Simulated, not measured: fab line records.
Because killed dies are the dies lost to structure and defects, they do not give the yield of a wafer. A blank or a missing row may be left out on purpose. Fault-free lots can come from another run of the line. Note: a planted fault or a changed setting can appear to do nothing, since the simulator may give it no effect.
Matching of chambers + flow n5-finfet + N5_BEOL_M13_ETCH_59 on rie-diel-06: 4 sister chambers
The step etches BARC in N2/H2, target depth 89 nm, overetch 26.7 nm, time 67.9 s. 8 wafers are shown with their chamber, then 10 later ones without.

== WAFERS WITH THEIR CHAMBER ==
| wafer  | chamber | showerhead-plenum-p-Torr (Torr) | oes-product-au (a.u.) |
|--------|---------|---------------------------------|-----------------------|
| L083.3 | 0       | 2.63                            | 0.60                  |
| L086.1 | 0       | 2.63                            | 0.59                  |
| L089.6 | 3       | 2.42                            | 0.60                  |
| L088.1 | 2       | 2.46                            | 0.70                  |
| L088.2 | 1       | 2.54                            | 0.66                  |
| L088.5 | 3       | 2.42                            | 0.59                  |
| L093.1 | 2       | 2.45                            | 0.69                  |
| L093.2 | 1       | 2.53                            | 0.66                  |

== WAFERS MISSING THEIR CHAMBER ==
| wafer  | showerhead-plenum-p-Torr (Torr) | oes-product-au (a.u.) |
|--------|---------------------------------|-----------------------|
| L093.6 | 2.63                            | 0.59                  |
| L094.3 | 2.53                            | 0.66                  |
| L094.4 | 2.42                            | 0.59                  |
| L094.6 | 2.53                            | 0.65                  |
| L097.3 | 2.45                            | 0.68                  |
| L097.4 | 2.53                            | 0.65                  |
| L097.6 | 2.45                            | 0.69                  |
| L096.1 | 2.53                            | 0.65                  |
| L096.2 | 2.45                            | 0.68                  |
| L096.4 | 2.42                            | 0.58                  |

== CHAMBER TAKEN BY EACH ==
| wafer  | from the rows above | in truth |
|--------|---------------------|----------|
| L093.6 | 0                   | 0        |
| L094.3 | 1                   | 1        |
| L094.4 | 3                   | 3        |
| L094.6 | 1                   | 1        |
| L097.3 | 2                   | 2        |
| L097.4 | 1                   | 1        |
| L097.6 | 2                   | 2        |
| L096.1 | 1                   | 1        |
| L096.2 | 2                   | 2        |
| L096.4 | 3                   | 3        |
Placed correctly: 10 of 10. Can't be placed from these rows: 0. Wrongly placed: 0.
How it was worked out, from the rows above alone: a wafer's distance from a chamber is the root of the sum, over the readings, of the square of ((its reading less the chamber's mean) divided by the reading's scatter). The wafer belongs to the nearest chamber; if the next one is less than 2 further off, it can't be placed. For every chamber, the mean is computed from those of its wafers that are shown. How the scatter is found: for the shown wafers, subtract from each reading the mean of its chamber, square and add these, divide the total by (wafers less chambers), then take the root.
